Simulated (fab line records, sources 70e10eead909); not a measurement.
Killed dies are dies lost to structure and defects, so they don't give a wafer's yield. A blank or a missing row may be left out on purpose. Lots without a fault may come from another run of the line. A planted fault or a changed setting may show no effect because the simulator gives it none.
fab line records | flow nand_harc
record lots=10 wafers=30 last_day=33
route steps=1302 shown P_ZERO_WELL@17 P_STI@87 P_GATE@146 END@1302
lots that met no fault: from a run of the same line without faults
start_h: hours from the record's first day to the start of the lot's first wafer shown | wait_h: hours since the lot's step before | " the same as in the row above | L1.1+2: a row that stands for several wafers | - no value, or no start given | * or withheld: withheld | < > ~ a bound
route shown NAME@n: a module of which the file shows steps, and the number in the route of the first | usual: mean/standard deviation of fault-free wafers | same: alike in all rows | chamber/n: place in a boat | sites: the reading at each site | _std_site: their standard deviation | _edge_site: outer sites' mean less inner sites' | radius_mm: how far each site lies from the wafer's centre | mask NAME#n: copy n | behind: the tool/chamber that last shaped the wafer | hold: why the lot was held/for how many hours/how that ended | device: the transistor (n, p or np) that didn't switch | end of line: the same wafers' tests at the end of the route | a step without rows: its recipe alone | killed: dies lost to structure and defects at the first sort, not the wafer's yield | map: a wafer's dies, x killed, . not, _ none there
set.NAME: the setting as run; set.NAME@STEP: as run at that earlier step | model.NAME: the simulator's own value behind a step, which no gauge read
steps of the route over a sample of lots; a table a step, a row a wafer
services: from which hour (start_h, from the record's first day; less than 0 if before it) a tool's chamber was out of use, for how many hours, and why
## steps
# step NHARC_P_ZERO_WELL_ETCH_65
# recipe target_depth_a=800 overetch_a=240 time_s=87.88 ion_energy_ev=200 n2_flow_sccm=150 h2_flow_sccm=150 ar_flow_sccm=0 rf_w=400 bias_w=150 chemistry=N2/H2
# usual chamber_pressure_mTorr=29.997/0.027 drypump_motor_current_A=5.8/0.39 oes_product_au=1.003/0.01 rf_vpp_V=431.1/2.7 run_length_s=109.4/0.47 showerhead_plenum_p_Torr=2.06/0.091 throttle_valve_pct=14.171/0.008
# columns lot.wafer tool chamber start_h wait_h chamber_pressure_mTorr drypump_motor_current_A oes_product_au rf_hours_counter_h rf_vpp_V run_length_s showerhead_plenum_p_Torr throttle_valve_pct
L704.3 rie_diel-09 2 21.53 0.1 29.998 6.4 1.010 15 433.6 109.7 2.17 14.177
L704.1 " 0 " " 30.022 6.2 1.003 17 426.5 109.7 1.89 14.173
L704.6 " 2 " " 29.990 6.3 0.996 - 433.1 109.7 2.17 14.178
L708.3 rie_diel-13 2 61.59 0.1 30.012 5.8 1.004 19 429.3 109.1 2.00 14.171
L708.2 " 0 " " 29.981 5.9 0.994 17 432.7 109.2 2.15 14.189
L708.5 " 3 " " 30.029 5.9 1.016 - 431.8 110.2 2.10 14.172
L714.2 rie_diel-13 3 121.51 0.1 29.973 5.9 1.016 44 431.1 109.9 2.09 14.174
L714.4 " 1 " " 29.967 5.9 0.987 39 432.4 108.8 2.13 14.172
L714.5 " 3 " " 29.998 5.9 1.005 - 432.2 109.5 2.09 14.178
L718.1 rie_diel-13 3 161.91 0.4 30.038 5.9 1.024 57 430.0 95.0 2.08 14.166
L718.4 " 1 " " 29.989 5.9 0.979 52 432.7 108.9 2.12 14.165
L718.5 " 2 " " 30.034 5.8 0.996 - 427.9 109.0 1.98 14.170
L721.2 rie_diel-02 2 191.50 0.1 29.984 5.6 1.007 50 425.7 109.1 1.89 14.172
L721.3 " 0 " " 30.001 6.3 1.010 50 427.4 109.7 1.95 14.179
L721.6 " 0 " " 29.962 6.3 1.004 - 428.1 109.8 1.95 14.183
L722.4 rie_diel-02 2 201.55 0.1 29.994 5.6 1.016 52 424.2 109.3 1.89 14.165
L722.5 " 1 " " 29.996 5.1 1.013 - 435.8 108.7 2.15 14.177
L722.6 " 2 " " 29.994 5.6 1.023 - 426.1 109.5 1.89 14.163
L723.4 rie_diel-02 1 211.50 0.1 29.971 5.1 0.996 57 434.6 108.9 2.14 14.171
L723.3 " 2 " " 30.034 5.6 0.999 54 426.2 109.3 1.89 14.165
L723.6 " 3 " " 29.964 5.7 1.013 - 431.9 109.4 2.08 14.166
L725.2 rie_diel-13 0 231.50 0.1 30.012 5.9 1.004 14 432.9 109.3 2.13 14.164
L725.3 " 1 " " 29.998 5.9 1.009 15 432.1 108.5 2.11 14.165
L725.6 " 3 " " 30.021 5.9 1.004 - 431.2 109.6 2.08 14.177
L726.4 rie_diel-13 0 241.36 0.1 30.024 5.9 0.994 17 433.3 109.2 2.13 14.181
L726.2 " 1 " " 30.034 5.9 0.995 20 433.0 109.1 2.11 14.167
L726.5 " 2 " " 29.974 5.8 0.985 - 428.1 109.3 1.98 14.170
L727.4 rie_diel-13 2 251.41 0.1 30.015 5.8 1.008 19 427.3 109.0 1.98 14.171
L727.2 " 3 " " 30.018 5.9 1.019 19 430.5 109.8 2.08 14.168
L727.5 " 1 " " 29.986 5.9 1.007 - 432.9 109.2 2.11 14.178
# step NHARC_P_ZERO_WELL_ETCH_63
# recipe target_depth_a=1200 time_s=40.1 hbr_flow_sccm=150 cl2_flow_sccm=50 rf_w=400 icp_w=400 bias_w=100 chemistry=HBr/Cl2
# usual chamber_pressure_mTorr=15.001/0.013 drypump_motor_current_A=5.7/0.57 oes_product_au=1.001/0.011 throttle_valve_pct=26.406/0.0089
# columns lot.wafer tool chamber start_h wait_h chamber_pressure_mTorr drypump_motor_current_A oes_product_au rf_hours_counter_h throttle_valve_pct
L704.1 rie_si-02 3 21.71 - 15.002 6.3 0.992 0.55 26.409
L704.3 " 0 " " 14.987 5.0 1.002 0.52 26.403
L704.6 " 0 " " 15.000 5.0 1.002 - 26.399
L708.2 rie_si-02 2 61.78 - 14.998 5.7 0.999 0.73 26.404
L708.3 " 0 " " 15.000 5.0 0.991 0.69 26.390
L708.5 " 2 " " 15.004 5.7 0.999 - 26.397
L714.4 rie_si-02 2 121.71 - 15.026 5.7 1.021 0.09 26.410
L714.2 " 3 " " 15.013 6.3 1.007 0.11 26.411
L714.5 " 1 " " 15.013 5.0 0.996 - 26.398
L718.1 rie_si-02 0 162.10 - 15.002 5.0 1.009 0.37 26.410
L718.4 " 3 " " 15.007 6.3 1.001 0.30 26.393
L718.5 " 1 " " 14.991 5.1 0.981 - 26.403
L721.3 rie_si-03 1 191.71 - 15.021 6.4 0.997 0.94 26.402
L721.2 " 3 " " 15.022 5.5 0.985 0.87 26.416
L721.6 " 1 " " 15.008 6.4 1.016 - 26.398
L722.4 rie_si-03 1 201.75 - 15.031 6.5 1.018 1.05 26.394
L722.5 " 3 " " 15.021 5.5 0.990 - 26.398
L722.6 " 0 " " 14.986 4.8 0.982 - 26.413
L723.4 rie_si-02 0 211.66 - 15.011 5.0 1.010 0.71 26.415
L723.3 " 3 " " 15.024 6.3 0.995 0.62 26.397
L723.6 " 0 " " 14.980 5.0 1.004 - 26.408
L725.2 rie_si-01 3 231.90 - 14.981 5.0 1.009 0.19 26.420
L725.3 " 0 " " 14.980 5.7 1.010 0.19 26.401
L725.6 " 2 " " 14.995 6.3 1.000 - 26.403
L726.2 rie_si-03 3 241.55 - 14.993 5.5 1.006 0.05 26.407
L726.4 " 1 " " 15.005 6.5 0.998 - 26.422
L726.5 " 3 " " 14.997 5.5 1.001 - 26.392
L727.4 rie_si-01 1 251.59 - 15.028 6.4 1.007 0.38 26.423
L727.2 " 2 " " 14.995 6.2 0.995 0.41 26.404
L727.5 " 0 " " 15.004 5.7 1.012 - 26.407
# step NHARC_P_STI_DESCUM_14
# recipe time_s=3 o2_flow_sccm=200 ar_flow_sccm=0 bias_power_w=0 chemistry=O2
# usual chamber_pressure_mTorr=60.00/0.061 drypump_motor_current_A=5.74/0.3 oes_product_au=1.002/0.0094 rf_vpp_V=57.6/0.86 showerhead_plenum_p_Torr=1.87/0.093 throttle_valve_pct=11.311/0.0085
# columns lot.wafer tool chamber start_h wait_h chamber_pressure_mTorr drypump_motor_current_A oes_product_au rf_hours_counter_h rf_vpp_V showerhead_plenum_p_Torr throttle_valve_pct
L704.1 rie_diel-01 1 48.64 - 59.94 5.92 1.003 0 57.2 1.80 11.300
L704.3 " 2 " " 60.12 5.66 0.989 0 56.4 1.80 11.291
L704.6 " 2 " " 60.03 5.65 0.999 - 58.7 1.80 11.323
L708.3 rie_diel-01 2 82.45 - 59.94 5.65 1.005 2 56.7 1.80 11.305
L708.2 " 3 " " 60.02 6.02 1.012 2 58.1 1.80 11.309
L708.5 " 3 " " 60.00 6.01 1.015 - 57.7 1.81 11.308
L714.4 rie_diel-04 3 146.66 - 60.08 5.52 1.005 9 57.1 1.92 11.302
L714.2 " 0 " " 59.88 5.31 1.016 8 56.2 1.78 11.307
L714.5 " 3 " " 60.05 5.53 1.003 - 58.3 1.92 11.335
L718.1 rie_diel-11 3 180.31 - 60.00 5.82 0.978 6 57.2 2.05 11.318
L718.4 " 2 " " 60.01 5.34 1.017 6 59.0 1.94 11.312
L718.5 " 3 " " 60.00 5.79 0.978 - 58.4 2.05 11.317
L721.3 rie_diel-11 2 212.51 - 60.06 5.33 1.005 9 58.1 1.94 11.320
L721.2 " 0 " " 60.10 5.67 0.999 9 56.1 1.92 11.302
L721.6 " 1 " " 59.93 5.56 0.999 - 58.0 2.05 11.306
L722.4 rie_diel-01 0 223.39 - 59.92 5.93 0.980 0 57.4 1.88 11.309
L722.5 " 2 " " 60.00 5.67 1.020 - 56.4 1.79 11.320
L722.6 " 3 " " 60.00 6.02 1.004 - 57.4 1.80 11.302
L723.3 rie_diel-11 0 232.82 - 60.10 5.68 0.987 11 57.6 1.92 11.304
L723.4 " 1 " " 59.91 5.55 1.008 - 57.4 2.05 11.325
L723.6 " 2 " " 60.00 5.34 1.004 - 59.1 1.94 11.313
L725.2 rie_diel-11 0 252.55 - 60.03 5.67 1.002 14 57.5 1.92 11.304
L725.3 " 2 " " 59.99 5.34 1.022 14 55.6 1.94 11.308
L725.6 " 1 " " 59.98 5.56 1.017 - 59.4 2.05 11.314
L726.4 rie_diel-01 3 266.14 - 59.95 6.01 0.997 2 57.4 1.80 11.300
L726.2 " 0 " " 59.90 5.94 0.978 2 56.9 1.88 11.313
L726.5 " 1 " " 60.01 5.93 0.995 - 57.3 1.79 11.306
L727.4 rie_diel-01 3 274.23 - 59.97 6.03 1.016 3 58.7 1.80 11.317
L727.2 " 1 " " 59.99 5.94 1.000 3 57.9 1.79 11.321
L727.5 " 3 " " 59.96 6.03 1.010 - 58.6 1.80 11.318
# step NHARC_P_GATE_HM_OPEN_105
# recipe target_depth_a=3600 o2_flow_sccm=400 cos_flow_sccm=20 ar_flow_sccm=0 rf_w=500 bias_w=300 chemistry=O2/COS
# usual chamber_pressure_mTorr=20.001/0.019 drypump_motor_current_A=5.8/0.48 oes_product_au=1.002/0.01 rf_vpp_V=467.1/3 showerhead_plenum_p_Torr=3.12/0.13 throttle_valve_pct=28.330/0.0082
# columns lot.wafer tool chamber start_h wait_h chamber_pressure_mTorr drypump_motor_current_A oes_product_au rf_hours_counter_h rf_vpp_V showerhead_plenum_p_Torr throttle_valve_pct
L704.3 rie_diel-03 2 - - 20.011 5.7 0.994 8 464.4 2.95 28.328
L704.1 " 1 " " 20.006 4.8 0.996 7 464.1 3.00 28.319
L704.6 " 3 " " 19.996 6.6 1.011 - 466.6 3.09 28.333
L708.3 rie_diel-03 3 - - 19.959 6.6 1.001 1 466.4 3.09 28.344
L708.2 " 1 " " 19.981 4.9 0.999 1 463.9 3.00 28.327
L708.5 " 3 " " 20.012 6.6 0.990 - 465.8 3.09 28.331
L714.4 rie_diel-03 2 - - 19.983 5.7 0.985 4 463.0 2.94 28.333
L714.2 " 3 " " 20.028 6.6 0.990 3 465.7 3.09 28.321
L714.5 " 2 " " 20.011 5.7 0.996 - 463.1 2.94 28.343
L718.1 rie_diel-03 1 - - 20.002 4.9 1.007 5 464.1 3.00 28.338
L718.4 " 2 " " 20.007 5.7 1.012 5 462.8 2.94 28.326
L718.5 " 3 " " 20.005 6.6 0.999 - 467.1 3.09 28.322
L721.2 rie_diel-05 1 - - 20.035 6.3 1.028 2 467.3 3.11 28.318
L721.3 " 2 " " 19.995 6.1 0.990 2 470.1 3.29 28.343
L721.6 " 3 " " 20.013 6.1 0.989 - 464.2 2.98 28.322
L722.4 rie_diel-07 2 - - 19.999 5.8 0.991 11 468.2 3.21 28.331
L722.5 " 1 " " 20.041 6.2 1.020 - 470.3 3.29 28.329
L722.6 " 2 " " 20.000 5.8 0.983 - 469.8 3.21 28.323
L723.3 rie_diel-05 2 - - 19.991 6.1 0.988 2 470.9 3.29 28.332
L723.4 " 0 " " 20.010 5.5 1.002 2 465.8 3.05 28.338
L723.6 " 2 " " 19.969 6.1 1.004 - 470.6 3.29 28.336
L725.3 rie_diel-07 1 - - 20.015 6.2 1.011 0 469.1 3.29 28.329
L725.2 " 2 " " 19.987 5.8 0.998 0 468.3 3.21 28.327
L725.6 " 1 " " 19.992 6.3 1.014 - 470.6 3.29 28.324
L726.4 rie_diel-03 3 - - 20.025 6.6 1.006 1 466.6 3.08 28.338
L726.2 " 0 " " 19.980 5.2 1.008 1 463.9 2.99 28.341
L726.5 " 2 " " 20.026 5.7 1.015 - 463.3 2.94 28.345
L727.2 rie_diel-05 3 - - 20.032 6.1 0.987 3 463.7 2.98 28.327
L727.4 " 1 " " 19.967 6.3 1.006 4 466.1 3.11 28.334
L727.5 " 2 " " 19.993 6.1 1.000 - 470.7 3.29 28.316
# step NHARC_END_SORT_01
# recipe temp_c=25
# usual killed_at_array=58/18 killed_at_other=1.0/1.5 killed_at_periphery=4/3.1 killed_dies=64/18 killed_open=3.4/1.9 killed_short=2.7/1.7
# same gross_dies=677
# columns lot.wafer tool chamber start_h wait_h killed_at_array killed_at_other killed_at_periphery killed_dies killed_open killed_short
L718.1 prober-02 0 710.93 2.5 39 0 3 42 6 2
L718.4 prober-02 0 713.30 3.4 40 0 5 45 2 4
L718.5 prober-02 0 714.10 3.7 46 0 6 52 1 4
L721.2 prober-02 0 729.72 2.8 82 2 4 88 6 4
L721.3 prober-02 0 730.52 3.1 60 1 6 67 3 0
L721.6 prober-02 0 732.91 4.0 65 0 2 67 0 4
# killed by level:class
L718.1 A_CHANNEL_HOLE_D1:chamber_film_flake=8 A_STAIRCASE:chamber_film_flake=8 P_CONTACT:chamber_film_flake=3 A_SLIT:chamber_film_flake=3 A_CONTACT:chamber_film_flake=3 A_M1:chamber_film_flake=3 A_CHANNEL_FILL_D1:chamber_film_flake=2 A_SOURCE_PLATE:geometric_particle:open=1
L718.4 A_CHANNEL_HOLE_D1:chamber_film_flake=9 A_STAIRCASE:chamber_film_flake=6 A_CONTACT:chamber_film_flake=5 A_M1:chamber_film_flake=5 P_CONTACT:chamber_film_flake=4 A_SLIT:chamber_film_flake=4 A_CHANNEL_FILL_D1:geometric_particle:short=2 A_WL_FILL:chamber_film_flake=2
L718.5 A_SLIT:chamber_film_flake=11 A_CHANNEL_HOLE_D1:chamber_film_flake=10 A_CONTACT:chamber_film_flake=8 A_STAIRCASE:chamber_film_flake=7 A_CHANNEL_FILL_D1:chamber_film_flake=3 A_ONON_D1:geometric_particle:short=2 A_DECK1_JOINT:geometric_particle:short=2 P_ZERO_WELL:chamber_film_flake=2
L721.2 A_SLIT:chamber_film_flake=27 A_CHANNEL_HOLE_D2:chamber_film_flake=20 A_CONTACT:chamber_film_flake=11 A_CHANNEL_HOLE_D1:chamber_film_flake=6 A_STAIRCASE:chamber_film_flake=4 P_M2:chamber_film_flake=3 A_DECK1_JOINT:geometric_particle:open=2 A_WL_FILL:geometric_particle:open=2
L721.3 A_SLIT:chamber_film_flake=29 A_CHANNEL_HOLE_D2:chamber_film_flake=13 A_CHANNEL_HOLE_D1:chamber_film_flake=7 A_CONTACT:chamber_film_flake=5 A_STAIRCASE:chamber_film_flake=4 P_M2:chamber_film_flake=2 P_M0:geometric_particle:open=1 A_CHANNEL_FILL_D2:geometric_particle:open=1
L721.6 A_SLIT:chamber_film_flake=29 A_CHANNEL_HOLE_D2:chamber_film_flake=12 A_CONTACT:chamber_film_flake=6 A_STAIRCASE:chamber_film_flake=5 A_CHANNEL_HOLE_D1:chamber_film_flake=4 A_CHANNEL_FILL_D1:chamber_film_flake=2 A_CHANNEL_FILL_D2:chamber_film_flake=2 A_ONON_D1:geometric_particle:short=1
## services
# columns tool chamber start_h hours kind
rie_diel-03 3 -2.08 7.4 repair
rie_diel-01 - 26.90 9.0 pm
rie_diel-13 0 37.61 6.7 repair
rie_diel-11 - 78.50 9.0 pm
rie_si-02 - 100.00 9.0 pm
rie_diel-03 - 104.30 9.0 pm
rie_diel-13 0 130.13 4.5 repair
rie_si-02 0 157.59 1.0 repair
rie_diel-03 - 159.69 21.3 repair
rie_diel-13 - 165.00 9.0 pm
rie_diel-11 0 181.97 2.7 repair
rie_diel-03 2 202.87 11.6 repair
rie_diel-01 - 203.90 9.0 pm
rie_diel-11 1 204.07 6.1 repair
rie_diel-11 3 225.47 24.4 repair
rie_diel-11 - 255.50 9.0 pm
rie_si-02 - 264.33 0.6 repair
rie_diel-03 0 269.32 4.4 repair
rie_diel-13 2 274.74 15.4 repair
rie_si-02 - 277.00 9.0 pm
rie_diel-01 - 280.73 0.5 repair
rie_diel-03 - 281.30 9.0 pm
rie_si-02 0 288.13 3.2 repair
rie_diel-13 2 296.18 5.9 repair
## key
first_sign step=NHARC_P_ZERO_WELL_ETCH_65 reading=run_length_s direction=down sigmas=31 usual=* struck=*
effect none on later readings
met_at NHARC_P_ZERO_WELL_ETCH_65
struck_lots L718
struck_wafers L718.1
tester_left_out L718
not_acting_at NHARC_P_ZERO_WELL_ETCH_63,NHARC_P_STI_DESCUM_14,NHARC_P_GATE_HM_OPEN_105
onset_between 121.51 161.91
fault kind=process_parameter_drift tool=rie_diel-13 chamber=3 onset_h=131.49 steps=NHARC_P_ZERO_WELL_ETCH_65 channel=time_s offset=* shape=step end_h=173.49 acts_in=* stated=*
# tester_left_out: of these lots the tester's yield and bins aren't shown, on N5 and GAA mostly nor the transistor test; their killed dies are dies lost to structure and defects alone, not to doping, threshold or leakage, so they don't give the yield
